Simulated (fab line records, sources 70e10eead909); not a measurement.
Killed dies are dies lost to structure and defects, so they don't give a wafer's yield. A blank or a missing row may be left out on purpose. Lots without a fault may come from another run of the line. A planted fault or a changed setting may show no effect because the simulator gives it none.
Which tool did it? | flow nand_harc | 10 lots, 30 wafers sampled, at 5 steps of a route of 1302

WHAT THE GAUGES READ, wafer by wafer
NHARC_END_SORT_01.
lot  | measured     | on        | killed_at_array
L718 | day 30 14:56 | prober-02 | 39 40 46
L721 | day 31 09:43 | prober-02 | 82 60 65

WHICH TOOL RAN EACH LOT (tool, then ch and the chambers of the sampled wafers, then the start)
lot  | NHARC_P_ZERO_WELL_ETCH_65          | NHARC_P_ZERO_WELL_ETCH_63        | NHARC_P_STI_DESCUM_14              | NHARC_P_GATE_HM_OPEN_105
L704 | rie_diel-09 ch 0,2, day 1 21:32    | rie_si-02 ch 0,3, day 1 21:43    | rie_diel-01 ch 1,2, day 3 00:38    | rie_diel-03 ch 1,2,3, no start
L708 | rie_diel-13 ch 0,2,3, day 3 13:35  | rie_si-02 ch 0,2, day 3 13:47    | rie_diel-01 ch 2,3, day 4 10:27    | rie_diel-03 ch 1,3, no start
L714 | rie_diel-13 ch 1,3, day 6 01:31    | rie_si-02 ch 1,2,3, day 6 01:43  | rie_diel-04 ch 0,3, day 7 02:40    | rie_diel-03 ch 2,3, no start
L718 | rie_diel-13 ch 1,2,3, day 7 17:55  | rie_si-02 ch 0,1,3, day 7 18:06  | rie_diel-11 ch 2,3, day 8 12:19    | rie_diel-03 ch 1,2,3, day 30 14:56 or earlier
L721 | rie_diel-02 ch 0,2, day 8 23:30    | rie_si-03 ch 1,3, day 8 23:43    | rie_diel-11 ch 0,1,2, day 9 20:31  | rie_diel-05 ch 1,2,3, day 31 09:43 or earlier
L722 | rie_diel-02 ch 1,2, day 9 09:33    | rie_si-03 ch 0,1,3, day 9 09:45  | rie_diel-01 ch 0,2,3, day 10 07:23 | rie_diel-07 ch 1,2, no start
L723 | rie_diel-02 ch 1,2,3, day 9 19:30  | rie_si-02 ch 0,3, day 9 19:40    | rie_diel-11 ch 0,1,2, day 10 16:49 | rie_diel-05 ch 0,2, no start
L725 | rie_diel-13 ch 0,1,3, day 10 15:30 | rie_si-01 ch 0,2,3, day 10 15:54 | rie_diel-11 ch 0,1,2, day 11 12:33 | rie_diel-07 ch 1,2, no start
L726 | rie_diel-13 ch 0,1,2, day 11 01:22 | rie_si-03 ch 1,3, day 11 01:33   | rie_diel-01 ch 0,1,3, day 12 02:08 | rie_diel-03 ch 0,2,3, no start
L727 | rie_diel-13 ch 1,2,3, day 11 11:25 | rie_si-01 ch 0,1,2, day 11 11:35 | rie_diel-01 ch 1,3, day 12 10:14   | rie_diel-05 ch 1,2,3, no start
- NHARC_P_ZERO_WELL_ETCH_65: etches the open film in N2/H2, target depth 80 nm, overetch 24 nm, time 87.88 s.
- NHARC_P_ZERO_WELL_ETCH_63: etches the open film in HBr/Cl2, target depth 120 nm, time 40.1 s.
- NHARC_P_STI_DESCUM_14: chemistry O2, time 3 s.
- NHARC_P_GATE_HM_OPEN_105: chemistry O2/COS, target depth 360 nm.

THE ANSWER, worked out from the rows above alone
Rule: what is usual is taken from the lots themselves. Put in order of their means at a reading, lots are off if they are a third of the lots or fewer, leave a main group of 4 or more, and stand apart from it by a gap of 3 or more times the standard deviation of the main group's means; of several such gaps the widest counts. A main group whose means are all the same, to the digits that the tables above print for the reading, isn't used. A lot without any number at a reading at which 4 lots or more have one is off too. The other lots that the step has rows for count as sound.
No lot is off at any reading shown: from this, nothing can be told.

WHAT THE SIMULATOR HAD PUT IN
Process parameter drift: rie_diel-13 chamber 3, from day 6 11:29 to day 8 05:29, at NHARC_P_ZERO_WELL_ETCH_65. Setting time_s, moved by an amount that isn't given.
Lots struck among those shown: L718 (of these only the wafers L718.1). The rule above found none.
